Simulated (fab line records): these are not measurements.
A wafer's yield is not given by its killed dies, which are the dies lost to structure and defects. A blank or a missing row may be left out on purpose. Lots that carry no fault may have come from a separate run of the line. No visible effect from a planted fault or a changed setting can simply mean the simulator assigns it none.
fab line records | flow n5-finfet | part 2 of 2: steps 22 to 33 of 33
record lots=5 wafers=15 last-day=18
route steps=1938 shown BEOL_M12@1636 BEOL_M13@1659
lots untouched by any fault: they come from a run of this same line in which no faults occurred
start-h: hours from the record's first day to the start of the lot's first wafer shown | wait-h: hours from the lot's prior step to this one | " the same as in the row above | L1.1+2: several wafers, shown together as one row | - no value present, or no start provided | * or withheld: withheld | < > ~ a bound
route shown NAME@n: a module of which the file shows steps, and the number in the route of the first | usual: the fault-free wafers' mean and standard deviation | same: alike in all rows | chamber/n: place in a boat | sites: readings site by site | _std_site: standard deviation of those values | _edge_site: outer sites' mean less inner sites' | radius-mm: for every site, how far away it sits from the centre of the wafer | mask NAME#n: copy n | behind: the most recent tool/chamber to have shaped the wafer | hold: reason for holding the lot/hours on hold/outcome of the hold | device: the transistor (n, p or np) that didn't switch | end of line: the tests these same wafers got at the end of their route | for a step that has no rows: nothing shown but its recipe | killed: count of dies lost to structure and defects at first sort (not the wafer's yield) | map: a wafer's dies, marking killed ones x, the rest . and places with no die _
set.NAME: the setting as run; set.NAME@STEP: as run at that earlier step | model.NAME: the simulator's own value behind a step, which no gauge read
certain route steps with their lots: each step a table, each wafer a row
services: when a tool's chamber went out of use (start-h, in hours from the record's first day, below 0 if earlier), for how many hours, and the reason
## steps
# step N5_BEOL_M12_RS_MEAS_54
# recipe thk-meas-gauge=four-point-probe reads=Cu_of_BEOL_M12_ECD_47+Ta_of_BEOL_M12_SPUTTER_44+TaN_of_BEOL_M12_SPUTTER_43
# usual M12_RS=0.0606/0.0013
# columns lot.wafer tool chamber start-h wait-h M12_RS[ohm/sq]
L081.3 film-metro-01 - 283.68 0.0 0.0619
L081.5 " - " " 0.0615
L081.6 " - " " 0.0595
L091.1 film-metro-01 - 348.61 0.0 0.0612
L091.4 " - " " 0.0585
L091.6 " - " " 0.0581
L093.1 film-metro-02 - 354.67 0.0 0.0624
L093.2 " - " " 0.0627
L093.4 " - " " 0.0611
L090.1 film-metro-01 - 356.30 0.0 0.0620
L090.2 " - " " 0.0603
L090.5 " - " " 0.0602
L097.1 film-metro-02 - 391.33 0.0 0.0595
L097.4 " - " " 0.0621
L097.5 " - " " 0.0600
# step N5_BEOL_M12_INSPECT_55
# recipe inspect-instrument=darkfield mode=post-dep
# usual raw-defect-count=76/25
# columns lot.wafer tool chamber start-h wait-h raw-defect-count
L081.3 defect-inspect-02 - 283.71 0.0 54
L081.5 " - " " 87
L081.6 " - " " 55
L091.1 defect-inspect-01 - 348.64 0.0 66
L091.4 " - " " 111
L091.6 " - " " 97
L093.1 defect-inspect-02 - 354.69 0.0 77
L093.2 " - " " 71
L093.4 " - " " 95
L090.1 defect-inspect-02 - 356.33 0.0 61
L090.2 " - " " 73
L090.5 " - " " 78
L097.1 defect-inspect-02 - 391.36 0.0 73
L097.4 " - " " 91
L097.5 " - " " 139
# step N5_BEOL_M13_ILD_DEP_00
# recipe material=SiOC target-thk-a=8379.2 temp-c=350 precursor=DEMS/O2 pressure-torr=5 rf-w=500 time-s=166.4
# usual heater-power-w=483/69 showerhead-plenum-p-Torr=5.700/0.016 throttle-valve-pct=11.9/0.62
# columns lot.wafer tool chamber start-h wait-h heater-power-w showerhead-plenum-p-Torr throttle-valve-pct
L081.3 pecvd-04 2 283.74 0.0 589 5.709 11.1
L081.5 " 0 " " 579 5.686 12.4
L081.6 " 1 " " 467 5.671 12.3
L091.1 pecvd-01 2 348.67 0.0 506 5.714 12.2
L091.4 " 1 " " 545 5.707 12.0
L091.6 " 2 " " 423 5.710 11.8
L093.1 pecvd-03 0 354.73 0.0 428 5.713 11.3
L093.2 " 2 " " 380 5.708 11.5
L093.4 " 1 " " 514 5.700 12.8
L090.1 pecvd-03 0 356.37 0.0 422 5.740 11.4
L090.2 " 2 " " 380 5.706 11.1
L090.5 " 2 " " 415 5.713 11.3
L097.1 pecvd-03 2 391.40 0.0 403 5.698 11.5
L097.4 " 2 " " 421 5.692 11.3
L097.5 " 1 " " 555 5.710 12.8
# step N5_BEOL_M13_THK_MEAS_01
# recipe reads=SiOC_of_BEOL_M13_ILD_DEP_00
# usual M13_ILD_THK=839/12
# columns lot.wafer tool chamber start-h wait-h M13_ILD_THK[nm]
L081.3 film-metro-02 - 283.90 0.1 852
L081.5 " - " " 837
L081.6 " - " " 838
L091.1 film-metro-02 - 348.83 0.1 852
L091.4 " - " " 830
L091.6 " - " " 865
L093.1 film-metro-01 - 354.88 0.1 830
L093.2 " - " " 821
L093.4 " - " " 838
L090.1 film-metro-02 - 356.52 0.1 830
L090.2 " - " " 826
L090.5 " - " " 845
L097.1 film-metro-02 - 391.55 0.1 833
L097.4 " - " " 852
L097.5 " - " " 846
# step N5_BEOL_M13_COAT_58
# recipe resist=BARC temp-c=205 time-s=60 spin-rpm=1500 resist-thk-nm=89
# usual plate-temp-C=205.03/0.17 spin-speed-rpm=1500.3/0.98
# columns lot.wafer tool chamber start-h wait-h plate-temp-C spin-speed-rpm
L081.3 litho-track-05 0 283.93 0.0 205.07 1501.6
L081.5 " 0 " " 204.84 1498.9
L081.6 " 0 " " 205.10 1501.0
L091.1 litho-track-05 0 348.86 0.0 204.95 1500.0
L091.4 " 0 " " 204.95 1500.5
L091.6 " 0 " " 204.85 1501.1
L093.1 litho-track-04 0 354.91 0.0 205.11 1499.2
L093.2 " 0 " " 205.29 1499.3
L093.4 " 0 " " 204.97 1499.4
L090.1 litho-track-05 0 356.55 0.0 204.89 1499.5
L090.2 " 0 " " 204.91 1498.9
L090.5 " 0 " " 205.06 1500.7
L097.1 litho-track-03 0 391.59 0.0 204.90 1499.0
L097.4 " 0 " " 205.09 1498.8
L097.5 " 0 " " 205.18 1499.0
# step N5_BEOL_M13_COAT_04
# recipe spin-rpm=1625 resist-thk-nm=400
# usual spin-speed-rpm=1624.9/1.2
# columns lot.wafer tool chamber start-h wait-h spin-speed-rpm
L081.3 litho-track-05 0 - - 1624.8
L081.5 " 0 " " 1624.4
L081.6 " 0 " " 1626.0
L091.1 litho-track-05 0 - - 1624.1
L091.4 " 0 " " 1625.1
L091.6 " 0 " " 1621.9
L093.1 litho-track-04 0 - - 1627.5
L093.2 " 0 " " 1626.6
L093.4 " 0 " " 1623.3
L090.1 litho-track-05 0 - - 1625.3
L090.2 " 0 " " 1625.8
L090.5 " 0 " " 1625.9
L097.1 litho-track-03 0 - - 1625.4
L097.4 " 0 " " 1622.6
L097.5 " 0 " " 1626.0
# step N5_BEOL_M13_EBR_06
# recipe solvent=PGMEA ebr-width-mm=1.5
# columns lot.wafer tool chamber start-h wait-h
L081.3+5+6 litho-track-05 0 - -
L091.1+4+6 litho-track-05 0 - -
L093.1+2+4 litho-track-04 0 - -
L090.1+2+5 litho-track-05 0 - -
L097.1+4+5 litho-track-03 0 - -
# step N5_BEOL_M13_SOFTBAKE_05
# recipe temp-c=130 time-s=60
# usual plate-temp-C=130.01/0.15
# columns lot.wafer tool chamber start-h wait-h plate-temp-C
L081.3 litho-track-05 0 - - 130.12
L081.5 " 0 " " 130.14
L081.6 " 0 " " 129.98
L091.1 litho-track-05 0 - - 129.95
L091.4 " 0 " " 129.88
L091.6 " 0 " " 130.10
L093.1 litho-track-04 0 - - 130.01
L093.2 " 0 " " 129.99
L093.4 " 0 " " 129.85
L090.1 litho-track-05 0 - - 130.04
L090.2 " 0 " " 130.13
L090.5 " 0 " " 130.05
L097.1 litho-track-03 0 - - 129.86
L097.4 " 0 " " 129.89
L097.5 " 0 " " 129.93
# step N5_BEOL_M13_EXPOSE_07
# recipe mask-id=V12 na=0.93 source-shape=conventional sigma-outer=0.6 polarization=unpolarized attpsm-phase-deg=180 dose-mj=24.8
# same sigma-outer=0.6
# columns lot.wafer tool chamber start-h wait-h mask
L081.3+5+6 krf-scanner-01 0 284.04 - V12#0
L091.1+4+6 krf-scanner-02 0 349.08 - V12#0
L093.1+2+4 krf-scanner-02 0 355.01 - V12#0
L090.1+2+5 krf-scanner-01 0 356.77 - V12#0
L097.1+4+5 krf-scanner-01 0 391.69 - V12#0
# step N5_BEOL_M13_PEB_08
# recipe peb-temp-c=130 peb-time-s=90
# usual plate-temp-C=130.00/0.12
# same peb-time-s=90
# columns lot.wafer tool chamber start-h wait-h plate-temp-C
L081.3 litho-track-04 0 284.09 0.0 129.97
L081.5 " 0 " " 130.15
L081.6 " 0 " " 130.19
L091.1 litho-track-04 0 349.14 0.1 129.94
L091.4 " 0 " " 130.01
L091.6 " 0 " " 129.86
L093.1 litho-track-05 0 355.07 0.1 129.99
L093.2 " 0 " " 129.92
L093.4 " 0 " " 129.96
L090.1 litho-track-05 0 356.83 0.1 129.94
L090.2 " 0 " " 130.03
L090.5 " 0 " " 129.91
L097.1 litho-track-04 0 391.75 0.1 129.98
L097.4 " 0 " " 129.75
L097.5 " 0 " " 129.94
# step N5_BEOL_M13_DEVELOP_09
# recipe develop-time-s=45 rinse-liquid=diw dry=air-spin dev-temp-c=21
# columns lot.wafer tool chamber start-h wait-h
L081.3+5+6 litho-track-04 0 - -
L091.1+4+6 litho-track-04 0 - -
L093.1+2+4 litho-track-05 0 - -
L090.1+2+5 litho-track-05 0 - -
L097.1+4+5 litho-track-04 0 - -
# step N5_BEOL_M13_HARDBAKE_14
# recipe temp-c=130 time-s=120
# usual plate-temp-C=130.02/0.14
# columns lot.wafer tool chamber start-h wait-h plate-temp-C
L081.3 litho-track-04 0 - - 129.91
L081.5 " 0 " " 129.88
L081.6 " 0 " " 130.15
L091.1 litho-track-04 0 - - 130.01
L091.4 " 0 " " 130.19
L091.6 " 0 " " 129.93
L093.1 litho-track-05 0 - - 130.04
L093.2 " 0 " " 129.91
L093.4 " 0 " " 130.11
L090.1 litho-track-05 0 - - 130.07
L090.2 " 0 " " 129.94
L090.5 " 0 " " 129.93
L097.1 litho-track-04 0 - - 130.11
L097.4 " 0 " " 129.98
L097.5 " 0 " " 129.94
## services
# columns tool chamber start-h hours kind
cmp-02 - 256.58 0.3 repair
krf-scanner-02 - 259.22 1.3 pm
pecvd-02 - 266.68 5.9 repair
wet-bench-01 - 275.44 4.4 pm
rie-diel-06 - 279.75 0.6 repair
plasma-asher-01 - 280.75 11.9 repair
pecvd-03 2 281.80 4.3 repair
krf-scanner-01 - 294.05 1.3 pm
pecvd-03 - 307.84 0.5 repair
krf-scanner-01 - 308.31 21.0 pm
pecvd-03 0 320.29 13.8 repair
ecd-cu-02 - 322.17 4.7 pm
pecvd-02 - 332.83 0.4 repair
pecvd-01 - 333.72 1.4 repair
pvd-sputter-02 - 339.91 4.3 repair
krf-scanner-01 - 343.12 0.8 pm
rie-diel-04 2 365.46 5.0 repair
krf-scanner-01 - 374.81 1.0 pm
rie-diel-04 - 376.07 3.0 repair
pecvd-03 2 377.01 8.5 repair
cmp-02 - 379.83 0.6 repair
pvd-sputter-03 - 380.55 4.1 repair
pecvd-01 2 383.68 6.4 repair
pecvd-02 - 387.42 0.9 repair
